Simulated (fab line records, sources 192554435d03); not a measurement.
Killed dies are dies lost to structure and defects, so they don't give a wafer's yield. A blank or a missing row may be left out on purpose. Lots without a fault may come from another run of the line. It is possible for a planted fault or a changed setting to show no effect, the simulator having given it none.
The same fault as seen by 3 desks | flow n5_finfet | only its own numbers are on each desk; what lay behind them is given at the end
Where a reading is given only as a bound, like >300, the bound stands for it, and a mean or a difference that rests on one is marked > or <: the true number lies beyond.

== THE DEFECT DESK ==
Per lot, the means of the sampled wafers with a number show what the inspections along the route counted. A lot is out of limits, marked OUT, if its mean lies more than 4 standard deviations from the usual mean; the brackets give that distance.
Columns: A = raw_defect_count at N5_BEOL_M0_SAQP_INSPECT_42, usual 265; B = raw_defect_count at N5_BEOL_M0_CUTY_INSPECT_59, usual 1.9
lot  | first seen here | A              | B
L454 | day 6 21:13     | 254            | 3.3
L465 | day 8 20:56     | 1109 (+12) OUT | >201 (+99 or more) OUT
L466 | day 9 01:43     | 663 (+5.5) OUT | >102 (>+71) OUT
L475 | day 11 10:37    | 280            | 2.0
Finding of this desk: L465, L466 out of limits; the first was L465 at day 8 20:56, on raw_defect_count at N5_BEOL_M0_SAQP_INSPECT_42. L454, L475: within limits.

== METROLOGY DESK ==
What the gauges read, lot by lot, whatever tool the lot ran on: means of the sampled wafers that have a number. A lot is out of limits, marked OUT, if its mean lies more than 4 standard deviations from the usual mean; the brackets give that distance. It has 10 readings; the 7 that lie furthest out on some lot are the ones shown.
Columns: A = DIBL_N at N5_BEOL_M4_RC_MEAS_101, usual 35.9 mV/V; B = DIBL_P at N5_BEOL_M4_RC_MEAS_101, usual 35.9 mV/V; C = IOFF_N at N5_BEOL_M4_RC_MEAS_101, usual 0.160 nA/um; D = IOFF_P at N5_BEOL_M4_RC_MEAS_101, usual 0.21 nA/um; E = ION_N at N5_BEOL_M4_RC_MEAS_101, usual 672 uA/um; F = SS_P at N5_BEOL_M4_RC_MEAS_101, usual 73.2 mV/dec; G = VT_N at N5_BEOL_M4_RC_MEAS_101, usual 249.3 mV
lot  | first seen here | A    | B    | C     | D    | E   | F    | G
L454 | day 9 00:17     | 34.8 | 34.5 | 0.140 | 0.21 | 677 | 72.3 | 250.1
L465 | day 11 10:19    | 37.3 | 36.9 | 0.186 | 0.25 | 680 | 73.8 | 247.2
L466 | day 11 14:34    | 37.1 | 36.6 | 0.200 | 0.26 | 690 | 74.1 | 243.9
L475 | day 14 04:25    | 37.7 | 38.9 | 0.186 | 0.23 | 670 | 74.1 | 250.0
This desk's verdict: no lot among the 4 shows anything out of limits.

== TOOL OWNER'S DESK, vapor_etch-01 ==
The tool's own readings at N5_BEOL_M0_SAQP_RECESS_114 (chemistry HF/NH3, target SiO2, target depth 14.4 nm, afs cycles 3, sublimation time 60 s): means of the sampled wafers that have a number, for each lot that ran on this tool. A lot is out of limits, marked OUT, if its mean lies more than 4 standard deviations from the usual mean; the brackets give that distance.
Columns: A = drypump_motor_current_A at N5_BEOL_M0_SAQP_RECESS_114, usual 5.8 A; B = foreline_p_Torr at N5_BEOL_M0_SAQP_RECESS_114, usual 0.12801 Torr
lot  | first seen here | A   | B
L454 | day 6 15:23     | 5.6 | 0.12789
L465 | day 8 17:17     | 5.5 | 0.12817
L466 | day 8 20:47     | 5.5 | 0.12805
This desk's verdict: no lot among the 3 shows anything out of limits.

== PUT TOGETHER ==
The defect desk could have raised an alarm at day 8 20:56, on L465, L466.
Nothing out of limits was seen by the metrology desk.
The tool owner's desk saw nothing out of limits.
The metrology desk holds a record of L465, L466, inside its limits.
The tool owner's desk has L465, L466 on record, within its limits.
On vapor_etch-01, each named lot ran N5_BEOL_M0_SAQP_RECESS_114.

== WHAT THE SIMULATOR HAD PUT IN ==
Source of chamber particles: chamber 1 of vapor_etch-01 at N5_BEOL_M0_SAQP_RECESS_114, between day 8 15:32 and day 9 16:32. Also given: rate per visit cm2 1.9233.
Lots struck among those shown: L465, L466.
Hours from the fault's start to each desk's first reading out of limits: the defect desk, 5.
